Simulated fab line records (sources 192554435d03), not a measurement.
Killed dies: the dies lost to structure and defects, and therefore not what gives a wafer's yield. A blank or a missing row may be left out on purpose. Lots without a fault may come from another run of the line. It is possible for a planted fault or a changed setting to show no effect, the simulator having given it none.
Split-lot trial | flow n5-finfet | 21 wafers read across 7 lots, on a route 1938 steps long

== ABOUT THE SPLIT ==
At N5_PASSIVATION_SPUTTER_20 (material TaN, target thk 50 nm), the setting target-thk-a was moved away from the recipe's 500 angstrom on 8 of the 21 wafers read, by -10.1% to +4.7%. This setting was run at the recipe's value on the other wafers.

The reading is taken at the split's own step.

== THE READING ==
TaN_of_PASSIVATION_SPUTTER_20.thk-nm (the simulator's own value, which no gauge read), in nm, at N5_PASSIVATION_SPUTTER_20 (material TaN, target thk 50 nm). The file gives no usual value for it. Across the 13 wafers here that went through the recipe, the average is 50.0 nm and the standard deviation 0.47 nm.

wafer  | tool, chamber at the split | target-thk-a as run, angstrom | against the recipe | TaN_of_PASSIVATION_SPUTTER_20.thk-nm, nm | against lot-mates on the recipe
L075.1 | pvd-sputter-01, -          | 500                           | recipe             | 49.8                                     | -
L075.2 | pvd-sputter-01, -          | 500                           | recipe             | 51                                       | -
L075.5 | pvd-sputter-01, -          | 500                           | recipe             | 49.6                                     | -
L082.1 | pvd-sputter-02, -          | 500                           | recipe             | 50.2                                     | -
L082.3 | pvd-sputter-02, -          | 500                           | recipe             | 50.2                                     | -
L082.4 | pvd-sputter-02, -          | 500                           | recipe             | 50.2                                     | -
L085.1 | pvd-sputter-03, -          | 500                           | recipe             | 49                                       | -
L085.5 | pvd-sputter-03, -          | 452.8                         | -9.4%              | 44.2                                     | -4.8
L085.6 | pvd-sputter-03, -          | 452.8                         | -9.4%              | 44.8                                     | -4.2
L080.1 | pvd-sputter-03, -          | 500                           | recipe             | 49.8                                     | -
L080.5 | pvd-sputter-03, -          | 500                           | recipe             | 49.6                                     | -
L080.6 | pvd-sputter-03, -          | 500                           | recipe             | 50.4                                     | -
L084.1 | pvd-sputter-03, -          | 500                           | recipe             | 50.2                                     | -
L084.2 | pvd-sputter-03, -          | 500                           | recipe             | 49.8                                     | -
L084.4 | pvd-sputter-03, -          | 449.7                         | -10.1%             | 45                                       | -5.0
L089.3 | pvd-sputter-02, -          | 470.5                         | -5.9%              | 46.8                                     | -3.6
L089.4 | pvd-sputter-02, -          | 500                           | recipe             | 50.4                                     | -
L089.6 | pvd-sputter-02, -          | 470.5                         | -5.9%              | 47.6                                     | -2.8
L094.1 | pvd-sputter-02, -          | 523.4                         | +4.7%              | 52.4                                     | no lot-mate on the recipe
L094.4 | pvd-sputter-02, -          | 523.4                         | +4.7%              | 52.4                                     | no lot-mate on the recipe
L094.6 | pvd-sputter-02, -          | 523.4                         | +4.7%              | 53                                       | no lot-mate on the recipe

THE FIT
A straight line over all 21 wafers: TaN_of_PASSIVATION_SPUTTER_20.thk-nm changes by +0.542 nm for each +1% of target-thk-a; r = +0.98; the points scatter about the line by 0.48 nm.
The same after taking each lot's own level away (the mean of its wafers on the recipe; 18 wafers): +0.494 nm for each +1%; r = +0.98; scatter 0.38 nm.
The reading moves by 5 nm for the largest change in target-thk-a, on that fit.
Across the lots, their own levels run from 49.00 to 50.40 nm, a range of 3.0 times the standard deviation given above.
Consequently the slope shifts little with the lot-to-lot level, the two slopes agreeing.
Check: for one of the wafers moved furthest among these (-10.1%), held out of the fit, the line's prediction against its lot-mates is -4.98 nm. Against them it came out at -5 nm.

== FURTHER SPLITS ON THESE WAFERS ==
Note: prior to the reading, these wafers also went through further splits. Each is held against what the fit with the lots' levels taken away leaves over:
other split on the same wafers    | wafers away from the commonest value | r with TaN_of_PASSIVATION_SPUTTER_20.thk-nm (lot level and that fit taken away)
N5_BEOL_M13_TRENCH_ETCH_34 time-s | 5                                    | -0.09
N5_BEOL_M14_TRENCH_ETCH_34 time-s | 7                                    | +0.18
N5_BEOL_M15_PEB_26 peb-time-s     | 8                                    | -0.02
N5_BEOL_M15_ETCH_61 bias-w        | 4                                    | -0.10

== THE FILE'S OWN FIT ==
TaN_of_PASSIVATION_SPUTTER_20.thk-nm changes by +0.496 nm for each +1% of target-thk-a, r = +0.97.
